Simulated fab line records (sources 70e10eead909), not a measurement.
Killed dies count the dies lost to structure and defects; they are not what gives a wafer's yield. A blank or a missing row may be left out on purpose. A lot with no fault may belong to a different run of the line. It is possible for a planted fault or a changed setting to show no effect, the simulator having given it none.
fab line records	flow nandHarc
record: lots: 14	wafers: 40	lastDay: 34
route steps=1302 shown A_STAIRCASE@672
lots untouched by any fault: they come from a run of this same line in which no faults occurred
startH: hours from the record's first day to the start of the lot's first wafer shown	waitH: hours elapsed since this lot's preceding step	" same as the row above	L1.1+2: a single row standing in for several wafers	- either no value or no given start	* or withheld: withheld	< > ~ a bound
route shown NAME@n: NAME is a module with steps in the file, n the number in the route of the first one	usual: mean/standard deviation taken from wafers without a fault	same: alike in all rows	chamber/n: place in a boat	sites: readings site by site	_std_site: how widely they spread, as a standard deviation	_edge_site: inner sites' mean taken away from outer sites' mean	radiusMm: for every site, how far away it sits from the centre of the wafer	mask NAME#n: copy n	behind: the tool/chamber that last shaped the wafer	hold: cause of the lot's hold/its duration in hours/its outcome	device: the n, p or np transistor that did not switch	end of line: the same wafers' tests at the end of the route	where a step has no rows: the recipe by itself	killed: not the wafer's yield, but the dies lost to structure and defects at the first sort	map: shows each die of a wafer: x if killed, . if not, _ if none is there
set.NAME: the run value of the setting; set.NAME@STEP: its run value at that earlier step	model.NAME: the simulator's own value behind a step, which no gauge read
a sample of lots followed through the steps of the route, with each step as a table and each wafer as a row
services: from which hour (startH, from the record's first day; less than 0 if before it) a tool's chamber was out of use, for how many hours, and why
== steps ==
step: NHARC_A_STAIRCASE_TRIM_16
recipe: timeS: 211.2	o2FlowSccm: 500	arFlowSccm: 0	biasW: 0	chemistry: O2
usual: drypumpMotorCurrentA: 5.6/0.33	oesProductAu: 0.998/0.0073	rfVppV: 57.6/0.98	showerheadPlenumPTorr: 3.47/0.14	throttleValvePct: 17.035/0.0092
same: timeS: 211.2
lot.wafer	tool	chamber	startH	waitH	drypumpMotorCurrentA	oesProductAu	rfHoursCounterH	rfVppV	showerheadPlenumPTorr	throttleValvePct
L483.2	rieDiel-08	1	-	-	6.2	1.002	46	57.1	3.31	17.041
L483.4	"	3	"	"	5.4	0.992	49	56.7	3.34	17.044
L483.6	"	0	"	"	5.6	0.993	-	58.0	3.43	17.045
L482.4	rieDiel-12	1	-	-	5.7	0.994	24	58.4	3.64	17.032
L482.2	"	3	"	"	5.5	1.003	22	59.2	3.45	17.042
L482.6	"	2	"	"	5.2	1.002	-	57.8	3.46	17.027
L484.4	rieDiel-03	1	-	-	5.3	0.986	25	58.6	3.79	17.019
L484.3	"	2	"	"	5.5	0.989	27	57.2	3.47	17.032
L484.1	"	3	"	"	5.6	0.990	27	57.7	3.44	17.042
L487.2	rieDiel-08	1	-	-	6.2	1.005	8	56.6	3.30	17.036
L487.1	"	3	"	"	5.4	0.989	11	57.5	3.33	17.025
L487.6	"	1	"	"	6.2	1.000	-	57.4	3.30	17.044
L488.1	rieDiel-03	1	-	-	5.3	1.003	40	60.0	3.78	17.028
L488.4	"	3	"	"	5.5	1.006	40	57.0	3.44	17.049
L488.6	"	2	"	"	5.6	1.012	-	57.9	3.46	17.033
L489.2	rieDiel-12	0	-	-	5.5	1.005	55	57.6	3.49	17.026
L489.4	"	2	"	"	5.2	1.001	44	57.6	3.45	17.032
L489.6	"	0	"	"	5.5	0.995	-	57.8	3.49	17.025
L492.1	rieDiel-08	3	-	-	5.5	0.984	26	56.8	3.32	17.034
L492.6	"	2	"	"	6.1	0.991	-	57.2	3.28	17.020
L491.2	rieDiel-08	1	-	-	6.2	1.005	29	55.7	3.29	17.029
L491.1	"	3	"	"	5.4	0.992	26	56.6	3.32	17.027
L491.5	"	1	"	"	6.2	1.001	-	58.8	3.29	17.038
L493.1	rieDiel-03	0	-	-	5.0	1.008	4	57.3	3.61	17.016
L493.2	"	3	"	"	5.6	0.993	4	56.0	3.43	17.026
L493.5	"	0	"	"	5.0	1.006	-	59.8	3.61	17.026
L495.1	rieDiel-03	3	-	-	5.5	0.997	4	56.8	3.43	17.023
L495.6	"	1	"	"	5.3	1.007	-	59.6	3.78	17.034
L498.1	rieDiel-08	2	-	-	6.1	1.000	44	57.7	3.27	17.034
L498.3	"	3	"	"	5.4	0.997	44	56.6	3.31	17.038
L498.6	"	3	"	"	5.4	0.999	-	55.4	3.31	17.029
L501.3	rieDiel-03	2	-	-	5.6	0.994	18	58.3	3.45	17.036
L501.4	"	3	"	"	5.5	0.985	21	58.3	3.42	17.033
L501.1	"	0	"	"	5.0	1.009	20	59.1	3.60	17.026
L502.3	rieDiel-03	1	-	-	5.3	1.002	18	58.8	3.77	17.038
L502.5	"	3	"	"	5.5	0.993	-	57.2	3.42	17.050
L502.6	"	0	"	"	5.0	0.996	-	58.1	3.60	17.025
L505.5	rieDiel-12	0	-	-	5.5	0.981	-	57.2	3.46	17.028
L505.6	"	1	"	"	5.7	0.989	-	57.1	3.59	17.035
L505.4	"	2	"	"	5.2	0.990	-	57.8	3.42	17.026
step: NHARC_A_STAIRCASE_TRIM_20
recipe: timeS: 211.2	o2FlowSccm: 500	arFlowSccm: 0	biasW: 0	chemistry: O2
usual: drypumpMotorCurrentA: 5.6/0.33	oesProductAu: 0.998/0.0076	rfVppV: 57.7/0.91	showerheadPlenumPTorr: 3.49/0.14	throttleValvePct: 17.036/0.0087
same: timeS: 211.2
lot.wafer	tool	chamber	startH	waitH	drypumpMotorCurrentA	oesProductAu	rfHoursCounterH	rfVppV	showerheadPlenumPTorr	throttleValvePct
L483.2	rieDiel-12	2	358.99	0.1	5.2	1.001	23	57.0	3.46	17.036
L483.4	"	3	"	"	5.5	1.005	21	58.3	3.45	17.041
L483.6	"	3	"	"	5.5	1.009	-	57.7	3.45	17.032
L482.2	rieDiel-03	0	361.51	0.1	5.0	1.000	20	56.2	3.63	17.027
L482.4	"	2	"	"	5.5	0.995	22	59.0	3.48	17.033
L482.6	"	0	"	"	5.0	1.000	-	57.5	3.63	17.039
L484.1	rieDiel-12	1	380.11	0.1	5.7	0.988	30	57.6	3.63	17.030
L484.4	"	1	"	"	5.7	0.995	-	58.6	3.63	17.028
L484.3	"	0	"	"	5.5	1.006	-	57.8	3.50	17.039
L487.1	rieDiel-08	3	401.36	0.1	5.4	0.997	11	57.0	3.33	17.044
L487.2	"	2	"	"	6.1	0.994	8	55.9	3.29	17.032
L487.6	"	3	"	"	5.4	0.997	-	56.5	3.33	17.032
L488.1	rieDiel-08	3	423.17	0.1	5.5	0.996	16	57.2	3.33	17.049
L488.4	"	0	"	"	5.6	1.004	18	56.3	3.42	17.044
L488.6	"	1	"	"	6.2	1.011	-	58.1	3.30	17.028
L489.4	rieDiel-12	2	432.82	0.1	5.2	0.994	45	56.8	3.45	17.030
L489.2	"	3	"	"	5.5	1.019	36	56.7	3.45	17.044
L489.6	"	2	"	"	5.2	0.997	-	58.2	3.45	17.042
L492.1	rieDiel-12	1	466.35	0.1	5.7	1.013	2	59.1	3.62	17.034
L492.6	"	1	"	"	5.7	1.001	-	58.3	3.62	17.040
L491.1	rieDiel-08	0	469.16	0.1	5.6	0.993	28	57.2	3.41	17.038
L491.2	"	1	"	"	6.2	1.003	30	56.4	3.29	17.039
L491.5	"	3	"	"	5.4	0.992	-	57.4	3.32	17.031
L493.2	rieDiel-03	0	476.14	0.1	5.0	1.004	4	58.5	3.61	17.032
L493.1	"	3	"	"	5.5	1.003	5	58.5	3.43	17.034
L493.5	"	0	"	"	5.0	1.010	-	58.4	3.61	17.038
L495.1	rieDiel-12	3	476.48	0.1	5.5	0.995	5	57.1	3.44	17.054
L495.6	"	2	"	"	5.2	0.998	-	58.1	3.44	17.040
L498.3	rieDiel-08	2	517.69	0.1	6.1	1.007	45	57.6	3.27	17.031
L498.1	"	3	"	"	5.4	0.995	44	57.5	3.31	17.036
L498.6	"	0	"	"	5.6	1.018	-	58.4	3.40	17.037
L501.3	rieDiel-08	3	548.65	0.1	5.4	1.007	55	57.2	3.31	17.034
L501.4	"	0	"	"	5.6	1.003	57	57.8	3.39	17.033
L501.1	"	1	"	"	6.3	1.003	61	55.6	3.27	17.025
L502.3	rieDiel-12	0	549.09	0.1	5.5	0.993	34	57.2	3.47	17.022
L502.5	"	3	"	"	5.5	0.985	-	58.1	3.43	17.029
L502.6	"	0	"	"	5.5	1.009	-	58.2	3.47	17.046
L505.4	rieDiel-03	1	588.55	0.1	5.3	0.999	33	57.4	3.76	17.047
L505.6	"	3	"	"	5.6	0.985	-	56.5	3.41	17.039
L505.5	"	0	"	"	5.0	1.001	-	59.1	3.59	17.032
step: NHARC_A_STAIRCASE_ETCH_25
recipe: targetDepthA: 1000	timeS: 40.5	ionEnergyEv: 400	c4f8FlowSccm: 20	o2FlowSccm: 10	arFlowSccm: withheld	rfW: 600	biasW: 1000	chemistry: C4F8/O2
usual: oesProductAu: 0.945/0.012	rfVppV: 894/5.3	runLengthS: 61.8/0.52
lot.wafer	tool	chamber	startH	waitH	oesProductAu	rfHoursCounterH	rfVppV	runLengthS
L483.2	rieDiel-12	3	359.65	-	0.959	22	893	61.9
L483.4	"	1	"	"	0.972	24	900	62.1
L483.6	"	0	"	"	0.958	-	897	61.4
L482.4	rieDiel-03	0	362.48	-	0.939	21	899	62.0
L482.2	"	2	"	"	0.942	22	892	62.8
L482.6	"	0	"	"	0.945	-	900	61.7
L484.1	rieDiel-12	0	381.36	-	0.939	35	895	61.4
L484.4	"	1	"	"	0.929	-	901	62.0
L484.3	"	0	"	"	0.925	-	896	61.3
L487.1	rieDiel-08	0	402.02	-	0.942	12	893	62.5
L487.2	"	1	"	"	0.947	9	887	61.6
L487.6	"	0	"	"	0.942	-	892	62.7
L488.4	rieDiel-08	2	423.78	-	0.949	13	888	61.2
L488.1	"	0	"	"	0.944	18	892	62.3
L488.6	"	3	"	"	0.949	-	889	61.8
L489.2	rieDiel-12	1	433.46	-	0.947	51	900	62.9
L489.4	"	3	"	"	0.955	36	892	61.7
L489.6	"	1	"	"	0.952	-	900	62.6
L492.1	rieDiel-12	0	467.01	-	0.947	2	894	61.1
L492.6	"	1	"	"	0.939	-	900	71.5
L491.1	rieDiel-08	3	469.81	-	0.937	27	889	62.1
L491.2	"	0	"	"	0.942	28	891	62.6
L491.5	"	2	"	"	0.948	-	887	61.2
L493.2	rieDiel-03	3	476.80	-	0.950	5	893	61.4
L493.1	"	1	"	"	0.938	4	905	61.3
L493.5	"	2	"	"	0.958	-	894	62.9
L495.1	rieDiel-12	3	477.13	-	0.933	5	894	62.3
L495.6	"	2	"	"	0.945	-	894	70.9
L498.1	rieDiel-08	0	518.31	-	0.946	47	892	62.1
L498.3	"	1	"	"	0.965	53	885	61.6
L498.6	"	3	"	"	0.924	-	889	61.7
L501.3	rieDiel-08	1	549.68	-	0.944	62	886	61.2
L501.1	"	3	"	"	0.943	55	888	61.7
L501.4	"	0	"	"	0.952	57	892	62.1
L502.3	rieDiel-12	3	549.72	-	0.950	33	891	61.9
L502.5	"	3	"	"	0.943	-	892	61.7
L502.6	"	0	"	"	0.953	-	894	61.3
L505.4	rieDiel-03	1	589.22	-	0.953	33	905	60.9
L505.6	"	0	"	"	0.944	-	898	62.3
L505.5	"	1	"	"	0.949	-	905	61.1
step: NHARC_A_STAIRCASE_TRIM_26
recipe: timeS: 211.2	o2FlowSccm: 500	arFlowSccm: 0	biasW: 0	chemistry: O2
usual: drypumpMotorCurrentA: 5.5/0.31	oesProductAu: 0.996/0.0073	rfVppV: 57.6/0.9	showerheadPlenumPTorr: 3.50/0.14	throttleValvePct: 17.035/0.0083
same: timeS: 211.2
lot.wafer	tool	chamber	startH	waitH	drypumpMotorCurrentA	oesProductAu	rfHoursCounterH	rfVppV	showerheadPlenumPTorr	throttleValvePct
L483.4	rieDiel-12	3	-	-	5.5	1.003	22	57.7	3.45	17.036
L483.2	"	0	"	"	5.5	1.006	24	57.1	3.51	17.032
L483.6	"	1	"	"	5.7	1.006	-	57.1	3.64	17.043
L482.2	rieDiel-03	3	-	-	5.5	0.984	22	57.9	3.45	17.028
L482.4	"	0	"	"	4.9	0.993	21	58.1	3.63	17.039
L482.6	"	3	"	"	5.5	0.993	-	58.1	3.45	17.028
L484.1	rieDiel-12	1	-	-	5.7	1.001	31	57.5	3.63	17.035
L484.4	"	1	"	"	5.7	1.008	-	57.6	3.63	17.028
L484.3	"	0	"	"	5.5	1.003	-	58.9	3.50	17.034
L487.1	rieDiel-08	1	-	-	6.3	1.016	9	57.5	3.30	17.026
L487.2	"	2	"	"	6.1	1.003	8	56.1	3.29	17.035
L487.6	"	2	"	"	6.1	1.001	-	57.0	3.29	17.021
L488.4	rieDiel-08	3	-	-	5.4	1.000	17	57.9	3.33	17.041
L488.1	"	1	"	"	6.2	1.009	14	56.1	3.30	17.026
L488.6	"	3	"	"	5.4	1.002	-	58.3	3.33	17.031
L489.4	rieDiel-12	2	-	-	5.2	0.995	45	58.5	3.45	17.029
L489.2	"	0	"	"	5.5	1.009	56	57.6	3.49	17.027
L489.6	"	1	"	"	5.7	0.995	-	58.1	3.62	17.044
L492.1	rieDiel-12	0	-	-	5.5	1.004	2	57.4	3.49	17.027
L492.6	"	0	"	"	5.5	1.006	-	58.5	3.49	17.050
L491.1	rieDiel-08	1	-	-	6.3	1.000	30	56.2	3.29	17.032
L491.2	"	2	"	"	6.1	0.994	29	57.2	3.28	17.022
L491.5	"	0	"	"	5.6	0.996	-	58.1	3.41	17.027
L493.2	rieDiel-03	0	-	-	5.0	0.993	5	57.3	3.61	17.031
L493.1	"	2	"	"	5.5	0.996	4	58.1	3.46	17.034
L493.5	"	3	"	"	5.5	0.988	-	57.8	3.43	17.038
L495.1	rieDiel-12	1	-	-	5.6	0.996	8	56.8	3.61	17.033
L495.6	"	0	"	"	5.5	1.004	-	57.6	3.48	17.034
L498.1	rieDiel-08	2	-	-	6.1	1.003	45	56.8	3.27	17.035
L498.3	"	0	"	"	5.6	0.991	47	57.4	3.40	17.044
L498.6	"	3	"	"	5.4	0.999	-	57.9	3.31	17.040
L501.4	rieDiel-12	0	549.77	-	5.5	0.995	34	58.1	3.47	17.023
L501.3	"	2	"	"	5.2	0.998	31	57.2	3.43	17.049
L501.1	"	3	"	"	5.5	0.989	33	58.1	3.43	17.038
L502.3	rieDiel-12	0	-	-	5.5	0.998	34	57.8	3.47	17.038
L502.6	"	2	"	"	5.2	0.995	-	57.1	3.43	17.037
L502.5	"	3	"	"	5.5	0.988	-	58.3	3.43	17.035
L505.4	rieDiel-03	0	-	-	5.0	1.002	38	57.8	3.59	17.026
L505.6	"	1	"	"	5.3	1.005	-	57.3	3.76	17.041
L505.5	"	2	"	"	5.5	1.005	-	57.3	3.44	17.031
== services ==
tool	chamber	startH	hours	kind
rieDiel-12	3	344.41	4.1	repair
rieDiel-12	0	352.38	-	clean
rieDiel-12	1	352.38	-	clean
rieDiel-12	2	352.38	-	clean
rieDiel-12	3	352.38	-	clean
rieDiel-12	1	363.83	7.2	repair
rieDiel-12	2	368.15	21.2	repair
rieDiel-08	-	372.77	9.0	pm
rieDiel-12	0	378.23	-	clean
rieDiel-12	1	378.23	-	clean
rieDiel-12	3	378.23	-	clean
rieDiel-12	3	379.35	36.3	repair
rieDiel-03	3	392.85	3.4	repair
rieDiel-12	0	404.09	-	clean
rieDiel-12	1	404.09	-	clean
rieDiel-12	2	404.09	-	clean
rieDiel-03	1	431.56	12.7	repair
rieDiel-12	-	447.14	9.0	pm
rieDiel-03	-	458.81	9.0	pm
rieDiel-03	-	497.64	0.5	repair
rieDiel-08	2	499.32	11.7	repair
rieDiel-03	-	541.18	0.5	repair
rieDiel-08	-	549.77	9.0	pm
rieDiel-12	3	581.95	8.1	repair
== key ==
firstSign: step: NHARC_A_STAIRCASE_ETCH_25	reading: runLengthS	direction: up	sigmas: 18	usual: *	struck: *
effect none on later readings
metAt NHARC_A_STAIRCASE_ETCH_25
struckLots L492,L495
struckWafers L492.6,L495.6
sortLeftOut L492.6,L495.6
testerLeftOut L492,L495
notActingAt NHARC_A_STAIRCASE_TRIM_16,NHARC_A_STAIRCASE_TRIM_20,NHARC_A_STAIRCASE_TRIM_26
onsetBetween 433.46 467.01
fault: kind: processParameterDrift	tool: rieDiel-12	chamber: -	onsetH: 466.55	steps: NHARC_A_STAIRCASE_ETCH_25	channel: timeS	offset: *	shape: step	endH: 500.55	scope: struckWafersOnly	actsIn: *	stated: *
testerLeftOut: of these lots the tester's yield and bins aren't shown, on N5 and GAA mostly nor the transistor test; their killed dies are dies lost to structure and defects alone, not to doping, threshold or leakage, so they don't give the yield
sortLeftOut: the simulated sort isn't trusted on such a fault, so these wafers' sort isn't shown, and their yield isn't known
